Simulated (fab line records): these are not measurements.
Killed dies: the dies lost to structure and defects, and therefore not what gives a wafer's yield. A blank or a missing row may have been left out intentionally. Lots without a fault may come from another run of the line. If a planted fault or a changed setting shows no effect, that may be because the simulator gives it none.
fab line records	flow nandHarc
record lots=24	wafers=72	lastDay=25
route steps=1159 shown A_ONON_D1@433 A_CHANNEL_HOLE_D1@466 A_CHANNEL_FILL_D1@495
lots untouched by any fault: they come from a run of this same line in which no faults occurred
startH: start of the lot's first displayed wafer, in hours after the record's first day	waitH: time in hours since the lot's previous step	" same as the row above	L1.1+2: one row covering several wafers at once	- no value present, or no start provided	* or withheld: withheld	< > ~ a bound
route shown NAME@n: a module of which the file shows steps, and the number in the route of the first	usual: the fault-free wafers' mean and standard deviation	same: alike in all rows	chamber/n: place in a boat	sites: each site's reading	_std_site: standard deviation across them	_edge_site: outer sites' mean less inner sites'	radiusMm: how far each site lies from the wafer's centre	mask NAME#n: copy n	behind: the last tool/chamber to shape the wafer	hold: why the lot went on hold/how many hours it stayed there/how the hold came to an end	device: whichever transistor did not switch (one of n, p or np)	end of line: the tests these same wafers got at the end of their route	where a step has no rows: the recipe by itself	killed: dies that structure and defects cost at the first sort, which is not the same as the wafer's yield	map: a wafer's dies, x killed, . not, _ none there
set.NAME: the setting the step ran with; set.NAME@STEP: the setting that earlier step ran with	model.NAME: the simulator's own value behind a step, which no gauge read
a sample of lots followed through the steps of the route, with each step as a table and each wafer as a row
services: when a tool's chamber went out of use (startH, in hours from the record's first day, below 0 if earlier), for how many hours, and the reason
## steps
# step NHARC_A_ONON_D1_THK_MEAS_14
# recipe thkMeasGauge=ellipsometry
# usual thkNm=1000/9.6
lot.wafer	tool	chamber	startH	waitH	thkNm
L074.3	filmMetro-01	-	150.51	-	992
L074.5	"	-	"	"	992
L074.6	"	-	"	"	992
L077.2	filmMetro-02	-	167.69	-	995
L077.3	"	-	"	"	995
L077.5	"	-	"	"	996
L075.2	filmMetro-01	-	167.85	-	1000
L075.3	"	-	"	"	1002
L075.5	"	-	"	"	1000
L076.2	filmMetro-01	-	168.06	-	1004
L076.5	"	-	"	"	1003
L076.6	"	-	"	"	1003
L079.1	filmMetro-01	-	191.54	-	996
L079.4	"	-	"	"	994
L079.6	"	-	"	"	997
L078.2	filmMetro-02	-	191.56	-	998
L078.3	"	-	"	"	1000
L078.6	"	-	"	"	998
L080.2	filmMetro-02	-	203.63	-	1016
L080.4	"	-	"	"	1014
L080.5	"	-	"	"	1014
L081.1	filmMetro-01	-	210.81	-	1004
L081.4	"	-	"	"	1004
L081.6	"	-	"	"	1005
L083.1	filmMetro-02	-	210.82	-	1004
L083.2	"	-	"	"	1002
L083.5	"	-	"	"	1004
L082.2	filmMetro-01	-	211.10	-	1002
L082.3	"	-	"	"	1002
L082.4	"	-	"	"	1002
L084.1	filmMetro-02	-	219.55	-	999
L084.2	"	-	"	"	999
L084.4	"	-	"	"	1001
L085.1	filmMetro-02	-	235.23	-	993
L085.3	"	-	"	"	990
L085.6	"	-	"	"	991
L088.1	filmMetro-01	-	235.24	-	998
L088.2	"	-	"	"	998
L088.4	"	-	"	"	997
L087.1	filmMetro-01	-	235.26	-	1003
L087.3	"	-	"	"	1001
L087.5	"	-	"	"	1002
L086.3	filmMetro-02	-	248.31	-	1008
L086.5	"	-	"	"	1010
L086.6	"	-	"	"	1009
L089.2	filmMetro-01	-	256.63	-	983
L089.4	"	-	"	"	985
L089.5	"	-	"	"	986
L090.1	filmMetro-02	-	256.65	-	1008
L090.4	"	-	"	"	1010
L090.6	"	-	"	"	1008
L093.1	filmMetro-01	-	263.66	-	1013
L093.4	"	-	"	"	1011
L093.5	"	-	"	"	1013
L091.1	filmMetro-02	-	263.67	-	986
L091.2	"	-	"	"	985
L091.3	"	-	"	"	985
L092.1	filmMetro-01	-	263.70	-	1020
L092.3	"	-	"	"	1022
L092.4	"	-	"	"	1019
L095.2	filmMetro-01	-	277.73	-	998
L095.5	"	-	"	"	1000
L095.6	"	-	"	"	1001
L094.2	filmMetro-02	-	277.75	-	1006
L094.4	"	-	"	"	1007
L094.6	"	-	"	"	1006
L097.1	filmMetro-02	-	287.67	-	983
L097.2	"	-	"	"	982
L097.5	"	-	"	"	981
L096.1	filmMetro-01	-	287.70	-	988
L096.5	"	-	"	"	989
L096.6	"	-	"	"	990
# step NHARC_A_CHANNEL_HOLE_D1_ETCH_38
# recipe targetDepthA=390	overEtchFrac=0.3	timeS=65	ionEnergyEv=80	cf4FlowSccm=150	arFlowSccm=0	rfW=300	biasW=100	chemistry=CF4
# usual drypumpMotorCurrentA=6.02/0.28	oesProductAu=0.999/0.0073	rfVppV=151.2/1.3	showerheadPlenumPTorr=1.76/0.085	throttleValvePct=13.283/0.0093
lot.wafer	tool	chamber	startH	waitH	drypumpMotorCurrentA	oesProductAu	rfHoursCounterH	rfVppV	showerheadPlenumPTorr	throttleValvePct
L074.3	rieDiel-13	1	161.60	0.1	5.65	0.997	4	151.2	1.71	13.285
L074.5	"	3	"	"	6.52	0.985	-	151.6	1.78	13.287
L074.6	"	0	"	"	6.08	0.993	-	148.7	1.66	13.288
L075.2	rieDiel-13	2	184.51	0.1	6.35	1.002	6	152.0	1.85	13.283
L075.3	"	0	"	"	6.06	1.004	5	150.6	1.66	13.274
L075.5	"	3	"	"	6.54	1.000	-	151.1	1.78	13.283
L077.3	rieDiel-08	0	185.20	0.1	5.71	1.003	4	149.6	1.69	13.283
L077.2	"	1	"	"	6.29	0.989	4	152.1	1.88	13.281
L077.5	"	0	"	"	5.68	0.994	-	150.4	1.69	13.281
L076.2	rieDiel-03	3	185.38	0.1	5.71	1.000	9	149.9	1.79	13.286
L076.6	"	2	"	"	6.02	0.997	-	152.0	1.79	13.296
L076.5	"	3	"	"	5.72	0.997	-	152.3	1.79	13.280
L078.2	rieDiel-08	0	204.93	0.1	5.73	1.007	5	149.3	1.69	13.280
L078.3	"	1	"	"	6.37	1.000	5	153.0	1.88	13.277
L078.6	"	0	"	"	5.70	1.004	-	151.6	1.69	13.296
L079.4	rieDiel-13	1	205.40	0.1	5.59	1.001	7	151.0	1.71	13.286
L079.1	"	3	"	"	6.52	1.013	7	151.4	1.78	13.302
L079.6	"	0	"	"	6.04	1.003	-	149.0	1.66	13.293
L080.4	rieDiel-08	3	216.50	0.1	6.18	1.003	5	151.0	1.90	13.292
L080.2	"	2	"	"	5.60	1.003	5	149.9	1.68	13.264
L080.5	"	0	"	"	5.72	0.997	-	150.3	1.69	13.284
L081.1	rieDiel-13	3	223.84	0.1	6.53	1.003	8	151.6	1.78	13.295
L081.4	"	2	"	"	6.35	1.002	-	153.0	1.85	13.276
L081.6	"	0	"	"	6.05	1.010	-	149.5	1.66	13.280
L083.1	rieDiel-08	0	224.00	0.1	5.77	1.001	6	150.5	1.69	13.298
L083.2	"	1	"	"	6.25	0.997	6	153.3	1.88	13.276
L083.5	"	0	"	"	5.75	1.001	-	150.4	1.69	13.263
L082.2	rieDiel-03	1	224.83	0.1	6.15	1.001	0	150.9	1.68	13.277
L082.3	"	2	"	"	6.04	1.001	0	153.1	1.78	13.272
L082.4	"	3	"	"	5.73	1.002	0	151.4	1.79	13.293
L084.2	rieDiel-03	3	237.16	0.1	5.71	1.010	1	151.8	1.79	13.271
L084.4	"	0	"	"	6.03	0.995	1	148.6	1.68	13.287
L084.1	"	2	"	"	6.02	0.999	1	152.2	1.79	13.289
L087.1	rieDiel-13	2	249.89	0.1	6.33	0.992	11	152.6	1.85	13.301
L087.3	"	0	"	"	6.04	1.001	11	149.8	1.66	13.284
L087.5	"	1	"	"	5.63	0.991	-	150.4	1.71	13.263
L085.1	rieDiel-08	0	250.31	0.1	5.75	0.988	8	151.4	1.69	13.279
L085.3	"	2	"	"	5.62	0.999	8	149.9	1.68	13.288
L085.6	"	0	"	"	5.76	0.994	-	153.2	1.69	13.268
L088.1	rieDiel-03	3	250.66	0.1	5.70	0.998	2	149.8	1.79	13.275
L088.4	"	0	"	"	6.01	0.997	2	149.4	1.67	13.296
L088.2	"	1	"	"	6.21	0.999	2	149.2	1.68	13.279
L086.3	rieDiel-08	2	263.52	0.1	5.66	1.007	9	148.9	1.68	13.301
L086.6	"	2	"	"	5.62	1.009	-	150.6	1.68	13.285
L086.5	"	3	"	"	6.16	1.001	-	152.7	1.90	13.283
L090.4	rieDiel-08	0	269.64	0.1	5.72	0.995	10	149.3	1.68	13.278
L090.1	"	1	"	"	6.31	0.988	11	154.3	1.88	13.269
L090.6	"	1	"	"	6.30	0.996	-	152.9	1.88	13.278
L089.2	rieDiel-03	3	271.50	0.1	5.72	0.996	3	152.6	1.79	13.271
L089.4	"	0	"	"	6.03	0.994	2	151.2	1.67	13.281
L089.5	"	1	"	"	6.13	0.994	-	149.6	1.68	13.277
L093.4	rieDiel-08	0	278.01	0.1	5.77	1.020	11	148.5	1.68	13.292
L093.1	"	1	"	"	6.30	0.999	12	153.1	1.88	13.278
L093.5	"	0	"	"	5.77	1.007	-	150.1	1.68	13.293
L091.2	rieDiel-03	2	279.00	0.1	6.04	1.003	4	149.6	1.78	13.298
L091.3	"	0	"	"	6.03	0.994	3	149.6	1.67	13.292
L091.1	"	1	"	"	6.17	0.997	4	150.3	1.68	13.286
L092.1	rieDiel-08	0	279.29	0.1	5.74	0.996	12	149.9	1.68	13.279
L092.4	"	1	"	"	6.29	0.987	13	154.4	1.88	13.277
L092.3	"	3	"	"	6.19	1.005	11	152.6	1.90	13.295
L095.2	rieDiel-03	2	290.84	0.1	6.03	1.001	5	150.3	1.78	13.286
L095.6	"	2	"	"	6.04	1.011	-	151.1	1.78	13.283
L095.5	"	3	"	"	5.69	0.995	-	150.9	1.79	13.289
L094.4	rieDiel-08	0	291.17	0.1	5.73	1.004	13	150.6	1.68	13.291
L094.2	"	2	"	"	5.60	1.019	12	150.6	1.68	13.270
L094.6	"	1	"	"	6.34	0.998	-	151.5	1.88	13.280
L097.2	rieDiel-13	3	303.81	0.1	6.55	1.009	1	151.6	1.78	13.261
L097.1	"	1	"	"	5.63	0.992	1	152.7	1.71	13.300
L097.5	"	3	"	"	6.52	1.006	-	151.7	1.78	13.270
L096.1	rieDiel-03	2	304.79	0.1	6.04	1.001	6	149.9	1.78	13.296
L096.5	"	3	"	"	5.72	1.000	-	151.3	1.79	13.277
L096.6	"	0	"	"	6.03	0.986	-	150.9	1.67	13.282
# step NHARC_A_CHANNEL_HOLE_D1_CD_MEAS_18
# usual cdNm=99.4/1.7
lot.wafer	tool	chamber	startH	waitH	cdNm
L074.3	cdSem-03	-	162.62	-	98.7
L074.5	"	-	"	"	97.6
L074.6	"	-	"	"	97.9
L075.2	cdSem-02	-	185.54	-	100.0
L075.3	"	-	"	"	99.3
L075.5	"	-	"	"	100.2
L077.2	cdSem-01	-	186.23	-	98.9
L077.3	"	-	"	"	101.1
L077.5	"	-	"	"	98.5
L076.2	cdSem-03	-	186.40	-	97.8
L076.5	"	-	"	"	99.0
L076.6	"	-	"	"	97.2
L078.2	cdSem-01	-	205.96	-	95.7
L078.3	"	-	"	"	96.6
L078.6	"	-	"	"	98.0
L079.1	cdSem-03	-	206.81	-	99.6
L079.4	"	-	"	"	100.5
L079.6	"	-	"	"	98.5
L080.2	cdSem-02	-	217.54	-	100.9
L080.4	"	-	"	"	100.5
L080.5	"	-	"	"	97.7
L083.1	cdSem-01	-	225.02	-	98.8
L083.2	"	-	"	"	97.0
L083.5	"	-	"	"	97.9
L081.1	cdSem-03	-	225.04	-	98.9
L081.4	"	-	"	"	98.8
L081.6	"	-	"	"	97.1
L082.2	cdSem-03	-	225.85	-	100.6
L082.3	"	-	"	"	98.9
L082.4	"	-	"	"	102.8
L084.1	cdSem-03	-	238.19	-	98.0
L084.2	"	-	"	"	99.6
L084.4	"	-	"	"	100.2
L087.1	cdSem-02	-	250.91	-	98.4
L087.3	"	-	"	"	99.5
L087.5	"	-	"	"	98.1
L085.1	cdSem-01	-	251.34	-	100.2
L085.3	"	-	"	"	97.4
L085.6	"	-	"	"	100.3
L088.1	cdSem-02	-	251.68	-	101.1
L088.2	"	-	"	"	98.8
L088.4	"	-	"	"	100.6
L086.3	cdSem-02	-	264.55	-	99.7
L086.5	"	-	"	"	99.2
L086.6	"	-	"	"	98.5
L090.1	cdSem-01	-	270.66	-	97.7
L090.4	"	-	"	"	100.9
L090.6	"	-	"	"	100.4
L089.2	cdSem-01	-	272.51	-	100.4
L089.4	"	-	"	"	97.1
L089.5	"	-	"	"	97.8
L093.1	cdSem-01	-	279.03	-	100.4
L093.4	"	-	"	"	100.1
L093.5	"	-	"	"	100.7
L091.1	cdSem-01	-	280.02	-	99.4
L091.2	"	-	"	"	101.4
L091.3	"	-	"	"	102.4
L092.1	cdSem-03	-	280.31	-	98.1
L092.3	"	-	"	"	98.1
L092.4	"	-	"	"	99.4
L095.2	cdSem-03	-	291.86	-	101.3
L095.5	"	-	"	"	103.4
L095.6	"	-	"	"	101.3
L094.2	cdSem-01	-	292.19	-	97.4
L094.4	"	-	"	"	100.0
L094.6	"	-	"	"	96.1
L097.1	cdSem-02	-	304.84	-	100.6
L097.2	"	-	"	"	100.4
L097.5	"	-	"	"	101.2
L096.1	cdSem-01	-	305.79	-	100.1
L096.5	"	-	"	"	101.7
L096.6	"	-	"	"	104.1
# step NHARC_A_CHANNEL_HOLE_D1_ETCH_33
# recipe biasV=400	sourceW=2000	pressureMtorr=25	timeS=90	arFlowSccm=375	c4f8FlowSccm=41.7	o2FlowSccm=83.3	tempC=-20	targetDepthA=4000	chemistry=C4F8/O2/Ar
# usual biasV=399/3.5	drypumpMotorCurrentA=5.3/0.46	showerheadPlenumPTorr=3.71/0.073	throttleValvePct=27.620/0.0092
lot.wafer	tool	chamber	startH	waitH	biasV	drypumpMotorCurrentA	rfHoursCounterH	showerheadPlenumPTorr	throttleValvePct
L074.3	harEtch-02	0	166.72	0.2	402	5.8	-	3.83	27.614
L074.6	"	0	"	"	406	5.8	-	3.82	27.635
L074.5	"	1	"	"	397	4.8	-	3.73	27.605
L075.2	harEtch-02	1	189.60	0.2	395	4.8	108	3.72	27.609
L075.3	"	0	"	"	397	5.8	-	3.82	27.607
L075.5	"	0	"	"	395	5.8	-	3.82	27.622
L077.2	harEtch-01	1	190.26	0.2	400	4.9	198	3.61	27.614
L077.3	"	1	"	"	402	4.9	-	3.61	27.615
L077.5	"	1	"	"	397	4.9	-	3.61	27.632
L076.2	harEtch-02	0	193.80	0.2	394	5.8	112	3.82	27.632
L076.6	"	1	"	"	396	4.8	-	3.72	27.614
L076.5	"	0	"	"	394	5.8	-	3.82	27.606
L078.2	harEtch-01	0	210.05	0.2	395	5.7	205	3.72	27.616
L078.3	"	0	"	"	397	5.7	-	3.72	27.625
L078.6	"	1	"	"	404	4.9	-	3.61	27.623
L079.1	harEtch-02	0	210.86	0.2	399	5.8	117	3.81	27.625
L079.4	"	0	"	"	395	5.8	-	3.81	27.621
L079.6	"	0	"	"	403	5.8	-	3.82	27.618
L080.2	harEtch-01	1	221.63	0.2	398	4.9	209	3.61	27.622
L080.4	"	1	"	"	400	4.9	-	3.61	27.602
L080.5	"	1	"	"	405	4.9	-	3.61	27.607
L083.1	harEtch-02	1	229.09	0.2	400	4.8	121	3.71	27.624
L083.2	"	0	"	"	396	5.8	121	3.81	27.614
L083.5	"	1	"	"	401	4.8	-	3.71	27.617
L081.1	harEtch-01	1	229.12	0.2	402	4.8	212	3.61	27.623
L081.4	"	1	"	"	395	4.9	-	3.61	27.624
L081.6	"	0	"	"	403	5.7	-	3.71	27.619
L082.2	harEtch-02	1	233.23	0.2	396	4.8	125	3.71	27.612
L082.4	"	1	"	"	395	4.8	-	3.71	27.614
L082.3	"	0	"	"	404	5.8	-	3.81	27.615
L084.1	harEtch-01	1	242.23	0.2	397	4.9	222	3.60	27.625
L084.2	"	0	"	"	404	5.7	222	3.71	27.612
L084.4	"	1	"	"	403	4.9	-	3.60	27.619
L087.1	harEtch-01	1	254.95	0.2	394	4.9	226	3.60	27.624
L087.3	"	0	"	"	396	5.7	-	3.71	27.629
L087.5	"	0	"	"	403	5.7	-	3.71	27.614
L085.1	harEtch-02	1	255.40	0.2	403	4.8	135	3.71	27.621
L085.3	"	0	"	"	399	5.8	-	3.80	27.614
L085.6	"	1	"	"	406	4.8	-	3.71	27.619
L088.2	harEtch-01	1	259.12	0.2	395	4.9	230	3.60	27.611
L088.1	"	0	"	"	400	5.7	230	3.70	27.626
L088.4	"	1	"	"	397	4.9	-	3.60	27.624
L086.3	harEtch-01	0	269.53	0.2	402	5.7	-	3.70	27.625
L086.6	"	0	"	"	401	5.7	-	3.70	27.636
L086.5	"	1	"	"	395	4.9	-	3.59	27.613
L090.1	harEtch-01	0	274.71	0.2	398	5.7	238	3.70	27.618
L090.4	"	0	"	"	401	5.7	-	3.70	27.626
L090.6	"	0	"	"	401	5.7	-	3.70	27.617
L089.2	harEtch-02	0	276.56	0.2	401	5.8	145	3.80	27.614
L089.4	"	0	"	"	402	5.8	-	3.80	27.615
L089.5	"	0	"	"	396	5.8	-	3.80	27.639
L093.1	harEtch-02	0	283.08	0.2	400	5.8	149	3.80	27.623
L093.4	"	1	"	"	403	4.8	-	3.70	27.620
L093.5	"	0	"	"	398	5.8	-	3.80	27.612
L091.2	harEtch-01	1	284.07	0.2	398	4.8	245	3.59	27.626
L091.1	"	0	"	"	404	5.7	245	3.70	27.625
L091.3	"	0	"	"	399	5.7	-	3.70	27.640
L092.1	harEtch-02	1	287.25	0.2	397	4.8	153	3.70	27.626
L092.4	"	1	"	"	399	4.8	-	3.70	27.624
L092.3	"	0	"	"	394	5.8	-	3.79	27.622
L095.2	harEtch-01	0	295.96	0.2	400	5.7	249	3.69	27.617
L095.6	"	1	"	"	393	4.9	-	3.59	27.629
L095.5	"	0	"	"	394	5.7	-	3.69	27.620
L094.2	harEtch-02	0	296.23	0.2	410	5.8	157	3.79	27.615
L094.4	"	1	"	"	399	4.8	-	3.69	27.614
L094.6	"	0	"	"	402	5.8	-	3.79	27.627
L097.1	harEtch-02	0	308.89	0.2	403	5.8	162	3.79	27.617
L097.2	"	1	"	"	399	4.8	162	3.69	27.629
L097.5	"	1	"	"	403	4.8	-	3.69	27.642
L096.1	harEtch-02	1	313.05	0.2	394	4.8	166	3.69	27.627
L096.5	"	1	"	"	397	4.8	-	3.69	27.633
L096.6	"	0	"	"	402	5.8	-	3.79	27.631
# step NHARC_A_CHANNEL_FILL_D1_ALD_15
# recipe targetThkA=20	pulseTimeS=60	aldCycles=19	tempC=630	pressureTorr=2	material=SiNx
# usual precursorPulseHeightRel=1.000/0.016	susceptorTempC=629.96/0.28
# same aldCycles=19
lot.wafer	tool	chamber	startH	waitH	precursorPulseHeightRel	susceptorTempC
L074.3	aldSinBatch-02	0	-	-	0.992	-
L074.5	"	0	"	"	0.970	-
L074.6	"	0	"	"	1.014	-
L075.2	aldSinBatch-03	0	-	-	1.021	-
L075.3	"	0	"	"	0.990	-
L075.5	"	0	"	"	0.976	-
L077.2	aldSinBatch-03	0	-	-	0.992	-
L077.3	"	0	"	"	0.976	-
L077.5	"	0	"	"	1.004	-
L076.2	aldSinBatch-01	0	-	-	0.994	-
L076.5	"	0	"	"	0.987	-
L076.6	"	0	"	"	1.005	-
L078.2	aldSinBatch-03	0	-	-	1.012	629.59
L078.3	"	0	"	"	0.988	629.76
L078.6	"	0	"	"	1.002	629.71
L079.1	aldSinBatch-03	0	-	-	0.989	629.46
L079.4	"	0	"	"	0.962	629.70
L079.6	"	0	"	"	1.013	630.48
L080.2	aldSinBatch-01	0	-	-	1.014	-
L080.4	"	0	"	"	1.001	-
L080.5	"	0	"	"	0.995	-
L081.1	aldSinBatch-01	0	-	-	0.991	-
L081.4	"	0	"	"	1.001	-
L081.6	"	0	"	"	1.012	-
L082.2	aldSinBatch-01	0	-	-	1.003	-
L082.3	"	0	"	"	1.000	-
L082.4	"	0	"	"	0.991	-
L083.1	aldSinBatch-01	0	-	-	1.005	-
L083.2	"	0	"	"	0.977	-
L083.5	"	0	"	"	1.026	-
L084.1	aldSinBatch-02	0	-	-	0.984	-
L084.2	"	0	"	"	1.000	-
L084.4	"	0	"	"	1.040	-
L085.1	aldSinBatch-01	0	-	-	0.993	630.13
L085.3	"	0	"	"	0.984	629.83
L085.6	"	0	"	"	1.002	630.12
L087.1	aldSinBatch-01	0	-	-	1.018	629.76
L087.3	"	0	"	"	1.038	629.83
L087.5	"	0	"	"	1.008	629.78
L088.1	aldSinBatch-01	0	-	-	0.978	629.63
L088.2	"	0	"	"	0.999	629.90
L088.4	"	0	"	"	1.030	629.57
L086.3	aldSinBatch-03	0	-	-	1.008	629.23
L086.5	"	0	"	"	0.987	629.79
L086.6	"	0	"	"	0.974	629.97
L089.2	aldSinBatch-01	0	-	-	0.987	630.34
L089.4	"	0	"	"	1.016	630.25
L089.5	"	0	"	"	0.990	630.24
L090.1	aldSinBatch-01	0	287.05	3.0	1.013	630.51
L090.4	"	0	"	"	0.981	630.06
L090.6	"	0	"	"	0.997	629.96
L091.1	aldSinBatch-02	0	-	-	1.000	630.18
L091.2	"	0	"	"	0.985	630.02
L091.3	"	0	"	"	1.000	630.04
L093.1	aldSinBatch-02	0	-	-	1.000	630.22
L093.4	"	0	"	"	1.001	630.38
L093.5	"	0	"	"	0.984	630.40
L092.1	aldSinBatch-01	0	-	-	0.997	-
L092.3	"	0	"	"	0.999	-
L092.4	"	0	"	"	0.982	-
L094.2	aldSinBatch-03	0	309.89	2.7	1.025	630.04
L094.4	"	0	"	"	0.997	629.60
L094.6	"	0	"	"	1.003	629.84
L095.2	aldSinBatch-03	0	-	-	0.986	630.24
L095.5	"	0	"	"	1.014	629.72
L095.6	"	0	"	"	1.031	630.00
L097.1	aldSinBatch-02	0	-	-	1.004	630.27
L097.2	"	0	"	"	1.017	629.90
L097.5	"	0	"	"	1.007	630.45
L096.1	aldSinBatch-01	0	-	-	0.984	630.15
L096.5	"	0	"	"	0.982	629.86
L096.6	"	0	"	"	1.014	630.32
# step NHARC_A_CHANNEL_FILL_D1_ETCHBACK_19
# recipe targetDepthA=50	timeS=1.7	hbrFlowSccm=150	cl2FlowSccm=50	rfW=400	icpW=400	biasW=100	chemistry=HBr/Cl2
# usual drypumpMotorCurrentA=5.7/0.55	oesProductAu=1.001/0.0072	throttleValvePct=26.406/0.0085
lot.wafer	tool	chamber	startH	waitH	drypumpMotorCurrentA	oesProductAu	rfHoursCounterH	throttleValvePct
L074.3	rieSi-06	0	192.62	0.4	6.8	1.000	0	26.396
L074.6	"	3	"	"	5.8	1.005	-	26.398
L074.5	"	0	"	"	6.8	0.993	-	26.404
L077.2	rieSi-06	2	216.89	0.4	5.9	1.001	0.3	26.401
L077.3	"	0	"	"	6.7	1.005	0.3	26.412
L077.5	"	3	"	"	5.7	0.998	-	26.390
L075.3	rieSi-01	2	216.91	0.4	5.7	0.998	0.5	26.408
L075.2	"	0	"	"	6.3	0.999	0.6	26.392
L075.5	"	2	"	"	5.6	1.003	-	26.405
L076.2	rieSi-01	1	221.85	0.4	5.1	0.990	0.6	26.400
L076.6	"	2	"	"	5.6	0.995	-	26.421
L076.5	"	0	"	"	6.3	0.985	-	26.422
L079.4	rieSi-01	0	236.33	0.4	6.3	1.004	0.8	26.411
L079.1	"	2	"	"	5.6	0.997	0.6	26.409
L079.6	"	1	"	"	5.2	0.995	-	26.407
L078.3	rieSi-02	2	236.34	0.4	6.0	1.000	0.1	26.412
L078.2	"	3	"	"	5.3	1.001	0.1	26.403
L078.6	"	1	"	"	6.6	1.014	-	26.405
L080.2	rieSi-02	0	249.49	0.4	5.5	1.008	0.3	26.412
L080.4	"	1	"	"	6.6	1.017	0.3	26.408
L080.5	"	3	"	"	5.4	1.001	-	26.410
L082.3	rieSi-06	0	256.25	0.4	6.7	0.990	0.7	26.409
L082.4	"	1	"	"	5.0	0.996	0.7	26.408
L082.2	"	3	"	"	5.8	1.002	0.7	26.400
L081.1	rieSi-01	2	256.25	0.4	5.6	1.002	0.8	26.408
L081.6	"	2	"	"	5.7	1.001	-	26.424
L081.4	"	3	"	"	5.2	0.998	-	26.412
L083.2	rieSi-02	2	256.28	0.4	6.0	0.996	0.4	26.407
L083.1	"	3	"	"	5.3	1.003	0.3	26.397
L083.5	"	0	"	"	5.5	1.005	-	26.413
L084.1	rieSi-06	1	269.20	0.4	5.0	1.010	0.8	26.389
L084.4	"	2	"	"	5.9	1.016	0.8	26.406
L084.2	"	3	"	"	5.7	1.008	0.8	26.408
L085.3	rieSi-02	3	283.29	0.4	5.4	1.007	0.6	26.399
L085.1	"	0	"	"	5.5	1.003	0.6	26.408
L085.6	"	2	"	"	6.0	0.997	-	26.400
L087.1	rieSi-06	2	283.30	0.4	5.9	1.009	1.0	26.415
L087.3	"	0	"	"	6.7	0.992	0.9	26.409
L087.5	"	1	"	"	5.0	0.997	-	26.403
L088.1	rieSi-01	2	289.21	0.4	5.6	0.992	1.0	26.410
L088.2	"	1	"	"	5.1	1.008	1.1	26.441
L088.4	"	2	"	"	5.6	1.002	-	26.402
L086.3	rieSi-01	2	296.31	0.4	5.6	0.999	1.0	26.412
L086.5	"	3	"	"	5.2	1.001	-	26.413
L086.6	"	0	"	"	6.3	1.007	-	26.414
L089.2	rieSi-02	2	301.21	0.4	6.0	1.004	0.8	26.409
L089.4	"	3	"	"	5.3	1.008	0.7	26.401
L089.5	"	2	"	"	6.0	1.014	-	26.404
L090.1	rieSi-06	1	301.21	0.4	5.0	1.007	1.2	26.405
L090.4	"	3	"	"	5.7	1.002	1.0	26.415
L090.6	"	2	"	"	5.9	1.018	-	26.407
L091.2	rieSi-02	0	311.07	0.4	5.5	0.996	0.7	26.411
L091.1	"	1	"	"	6.6	1.009	0.8	26.410
L091.3	"	2	"	"	6.0	0.985	0.9	26.408
L093.1	rieSi-06	2	311.08	0.4	5.9	1.016	1.2	26.412
L093.4	"	0	"	"	6.7	1.007	1.1	26.407
L093.5	"	1	"	"	5.0	0.999	-	26.393
L092.3	rieSi-06	1	316.10	0.4	5.0	1.002	1.3	26.387
L092.1	"	2	"	"	5.9	1.009	1.3	26.413
L092.4	"	0	"	"	6.7	1.011	1.1	26.410
L094.2	rieSi-02	1	323.51	0.4	6.6	0.999	1.0	26.399
L094.4	"	3	"	"	5.4	1.005	0.9	26.414
L094.6	"	2	"	"	6.0	0.992	-	26.415
L095.2	rieSi-01	1	323.51	0.4	5.1	0.994	0.1	26.405
L095.6	"	1	"	"	5.1	0.994	-	26.427
L095.5	"	2	"	"	5.7	1.004	-	26.412
L097.2	rieSi-01	1	335.82	0.4	5.1	0.997	0.2	26.404
L097.1	"	0	"	"	6.3	1.006	0.2	26.409
L097.5	"	1	"	"	5.1	0.993	-	26.404
L096.1	rieSi-01	2	341.24	0.4	5.6	0.991	0.2	26.414
L096.5	"	2	"	"	5.6	1.006	-	26.399
L096.6	"	3	"	"	5.2	0.982	-	26.401
## services
tool	chamber	startH	hours	kind
rieDiel-03	2	143.92	2.6	repair
rieSi-02	3	157.06	4.9	repair
rieDiel-03	0	161.25	5.7	repair
rieSi-01	-	163.01	10.0	repair
rieSi-02	-	170.51	0.6	repair
rieSi-06	-	183.00	9.0	pm
rieDiel-08	0	189.05	6.7	repair
rieDiel-08	1	197.49	1.6	repair
rieSi-02	-	211.00	9.0	pm
rieDiel-03	-	215.30	9.0	pm
rieSi-06	3	218.29	1.2	repair
rieSi-01	3	220.13	3.3	repair
rieSi-01	-	249.95	0.6	repair
rieSi-01	0	251.28	6.6	repair
aldSinBatch-03	-	271.55	4.0	repair
rieSi-01	3	285.67	6.5	repair
rieDiel-08	-	301.84	9.0	pm
rieSi-01	-	303.66	0.2	repair
rieSi-01	3	303.94	3.0	repair
rieSi-01	-	304.00	9.0	pm
harEtch-01	-	305.00	17.0	pm
rieSi-01	0	319.03	4.1	repair
rieDiel-08	3	325.89	2.3	repair
rieDiel-03	0	336.34	3.5	repair
## key
fault none
